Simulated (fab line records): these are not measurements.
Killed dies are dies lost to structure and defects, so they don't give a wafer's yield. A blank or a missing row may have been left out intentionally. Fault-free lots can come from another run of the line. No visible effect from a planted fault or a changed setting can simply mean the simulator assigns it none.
Split-lot trial | flow n5_finfet | route with 1938 steps; 7 lots, 39 wafers read

ON THE SPLIT
At N5_BEOL_M5_DEP_56 (deposits SiCN from 3MS/NH3, target thk 8 nm, time 14 s), the setting target_thk_a was moved away from the recipe's 80 angstrom on 15 of the 39 wafers read, by -57.8% to +29.0%. The other wafers ran this setting at the recipe's value.

The reading is taken at the split's own step.

THE READING
SiCN_of_BEOL_M5_DEP_56.thk_nm (the simulator's own value, which no gauge read), in nm, at N5_BEOL_M5_DEP_56 (deposits SiCN from 3MS/NH3, target thk 8 nm, time 14 s). The file does not state a usual value for it. Average 8.0 nm, standard deviation 0.15 nm, over the 24 wafers here run with the recipe.

wafer  | tool, chamber at the split | target_thk_a as run, angstrom | against the recipe | SiCN_of_BEOL_M5_DEP_56.thk_nm, nm | against lot-mates on the recipe
L074.1 | pecvd-02, 2,1              | 97.18                         | +21.5%             | 9.8                               | +1.7
L074.2 | pecvd-02, 2,1              | 97.18                         | +21.5%             | 9.8                               | +1.7
L074.3 | pecvd-02, 0                | 97.18                         | +21.5%             | 9.6                               | +1.5
L074.4 | pecvd-02, 2,1              | 80                            | recipe             | 8.2                               | -
L074.5 | pecvd-02, 2,1              | 80                            | recipe             | 8.2                               | -
L074.6 | pecvd-02, 0                | 80                            | recipe             | 8                                 | -
L075.1 | pecvd-03, 1,2              | 80                            | recipe             | 8                                 | -
L075.5 | pecvd-03, 1,2              | 80                            | recipe             | 8                                 | -
L075.2 | pecvd-03, 0                | 80                            | recipe             | 7.6                               | -
L075.3 | pecvd-03, 2,1,0            | 103.2                         | +29.0%             | 10.2                              | +2.3
L075.4 | pecvd-03, 2,1,0            | 103.2                         | +29.0%             | 10.2                              | +2.3
L075.6 | pecvd-03, 2,1,0            | 103.2                         | +29.0%             | 10.2                              | +2.3
L077.1 | pecvd-02, 0,2,0            | 80                            | recipe             | 8                                 | -
L077.2 | pecvd-02, 0,2,0            | 80                            | recipe             | 8                                 | -
L077.3 | pecvd-02, 0,2,0            | 80                            | recipe             | 8                                 | -
L077.4 | pecvd-02, 2,2,0            | 51.11                         | -36.1%             | 5.2                               | -2.8
L077.5 | pecvd-02, 2,2,0            | 51.11                         | -36.1%             | 5.2                               | -2.8
L077.6 | pecvd-02, 2,2,0            | 51.11                         | -36.1%             | 5.2                               | -2.8
L087.1 | pecvd-02, 0,1              | 33.79                         | -57.8%             | 3.4                               | -4.5
L087.6 | pecvd-02, 0,1              | 33.79                         | -57.8%             | 3.4                               | -4.5
L087.2 | pecvd-02, 1                | 80                            | recipe             | 7.8                               | -
L087.3 | pecvd-02, 2,0              | 80                            | recipe             | 8                                 | -
L087.5 | pecvd-02, 2,0              | 80                            | recipe             | 8                                 | -
L087.4 | pecvd-02, 2                | 33.79                         | -57.8%             | 3.6                               | -4.3
L091.1 | pecvd-03, 0,0,2            | 80                            | recipe             | 8                                 | -
L091.4 | pecvd-03, 0,0,2            | 80                            | recipe             | 8                                 | -
L091.5 | pecvd-03, 0,0,2            | 80                            | recipe             | 8                                 | -
L091.2 | pecvd-03, 2,1              | 80                            | recipe             | 8.2                               | -
L091.6 | pecvd-03, 2,1              | 80                            | recipe             | 8.2                               | -
L091.3 | pecvd-03, 1                | 80                            | recipe             | 7.8                               | -
L095.2 | pecvd-03, 1                | 80                            | recipe             | 7.8                               | -
L095.4 | pecvd-03, 1                | 80                            | recipe             | 8.2                               | -
L095.6 | pecvd-03, 1                | 80                            | recipe             | 8.2                               | -
L094.1 | pecvd-03, 1                | 80                            | recipe             | 7.8                               | -
L094.2 | pecvd-03, 2,1              | 80                            | recipe             | 8                                 | -
L094.3 | pecvd-03, 2,1              | 80                            | recipe             | 8                                 | -
L094.4 | pecvd-03, 2,1,2            | 46.96                         | -41.3%             | 4.8                               | -3.1
L094.5 | pecvd-03, 2,1,2            | 46.96                         | -41.3%             | 4.8                               | -3.1
L094.6 | pecvd-03, 2,1,2            | 46.96                         | -41.3%             | 4.8                               | -3.1
When a row names more than one chamber, that row covers several wafers, and the file does not tell which wafer ran in which chamber.

FIT RESULTS
A straight line over all 39 wafers: SiCN_of_BEOL_M5_DEP_56.thk_nm changes by +0.0779 nm for each +1% of target_thk_a; r = +1.00; the points scatter about the line by 0.13 nm.
The same after taking each lot's own level away (the mean of its wafers on the recipe; 39 wafers): +0.0773 nm for each +1%; r = +1.00; scatter 0.12 nm.
On that fit, the largest move of target_thk_a shifts the reading by 4.5 nm.
The span of the lots' own levels, 7.87 to 8.13 nm, comes to 1.7 times the standard deviation stated above.
The two slopes agree, so the slope changes little with the lot-to-lot level.
Check: with one of the wafers moved furthest among these (-57.8%) left out of the fit, the line predicts -4.44 nm for it against its lot-mates. Against them it came out at -4.53 nm.

THE FILE'S OWN FIT
SiCN_of_BEOL_M5_DEP_56.thk_nm changes by +0.0772 nm for each +1% of target_thk_a, r = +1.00.
